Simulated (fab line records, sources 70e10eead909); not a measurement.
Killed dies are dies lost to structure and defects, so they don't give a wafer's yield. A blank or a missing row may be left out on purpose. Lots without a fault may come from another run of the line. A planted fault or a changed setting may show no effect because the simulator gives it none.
Which tool did it? | flow nand_harc | 6 lots, 18 wafers sampled, at 4 steps of a route of 1302

WHAT THE GAUGES READ, wafer by wafer
NHARC_P_GATE_INSPECT_68.
lot  | measured     | on                | raw_defect_count
L163 | day 6 08:23  | defect_inspect-01 | 173 229 229
L167 | day 7 21:08  | defect_inspect-02 | 192 138 174
L170 | day 8 23:58  | defect_inspect-01 | 120 119 135
L174 | day 10 14:15 | defect_inspect-02 | 552 539 479
L183 | day 14 17:40 | defect_inspect-02 | 140 83 117
L185 | day 15 13:20 | defect_inspect-02 | 177 251 280

WHICH TOOL RAN EACH LOT (tool, then ch and the chambers of the sampled wafers, then the start)
lot  | NHARC_P_GATE_DESCUM_48             | NHARC_P_GATE_STRIP_95                | NHARC_P_GATE_STRIP_67
L163 | rie_diel-05 ch 1,2,3, day 6 02:00  | plasma_asher-01 ch 0,1, day 6 06:34  | wet_bench-03 ch 1,3,4, day 6 07:55
L167 | rie_diel-05 ch 0,1,3, day 7 14:44  | plasma_asher-02 ch 0,1, day 7 19:18  | wet_bench-09 ch 2,6,7, day 7 20:40
L170 | rie_diel-03 ch 0,1,2, day 8 17:37  | plasma_asher-02 ch 1, day 8 22:10    | wet_bench-09 ch 0,3,5, day 8 23:31
L174 | rie_diel-05 ch 0,1,2, day 10 08:02 | plasma_asher-01 ch 0,1, day 10 12:26 | wet_bench-09 ch 2,4,6, day 10 13:48
L183 | rie_diel-05 ch 0,2, day 14 11:14   | plasma_asher-01 ch 0,1, day 14 15:50 | wet_bench-07 ch 0,6,7, day 14 17:13
L185 | rie_diel-04 ch 0,2,3, day 15 06:40 | plasma_asher-02 ch 0,1, day 15 11:31 | wet_bench-07 ch 1,2,5, day 15 12:53
- NHARC_P_GATE_DESCUM_48: chemistry O2, time 3 s.
- NHARC_P_GATE_STRIP_95: strips in O2.
- NHARC_P_GATE_STRIP_67: strips in SPM, time 600 s.

THE ANSWER, worked out from the rows above alone
Rule: what is usual is taken from the lots themselves. Put in order of their means at a reading, lots are off if they are a third of the lots or fewer, leave a main group of 4 or more, and stand apart from it by a gap of 3 or more times the standard deviation of the main group's means; of several such gaps the widest counts. A main group whose means are all the same, to the digits that the tables above print for the reading, isn't used. A lot without any number at a reading at which 4 lots or more have one is off too. The other lots that the step has rows for count as sound.
Off: L174, at NHARC_P_GATE_INSPECT_68 (raw_defect_count). The main group: mean 170, standard deviation 47.
A tool fits if, at a process step before that reading, it ran every lot that is off, and no sound lot after the first of them. The gauges at NHARC_P_GATE_INSPECT_68 are tried like those tools. One fits: wet_bench-09 at NHARC_P_GATE_STRIP_67. Its last sound lot is L170 (day 8 23:31), its first lot that is off L174 (day 10 13:48): a fault that began between those two fits.

WHAT THE SIMULATOR HAD PUT IN
Chamber particle source: wet_bench-09, from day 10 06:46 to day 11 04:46, at NHARC_P_GATE_STRIP_67. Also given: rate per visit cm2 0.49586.
Lots struck among those shown: L174. The rule above found the same.
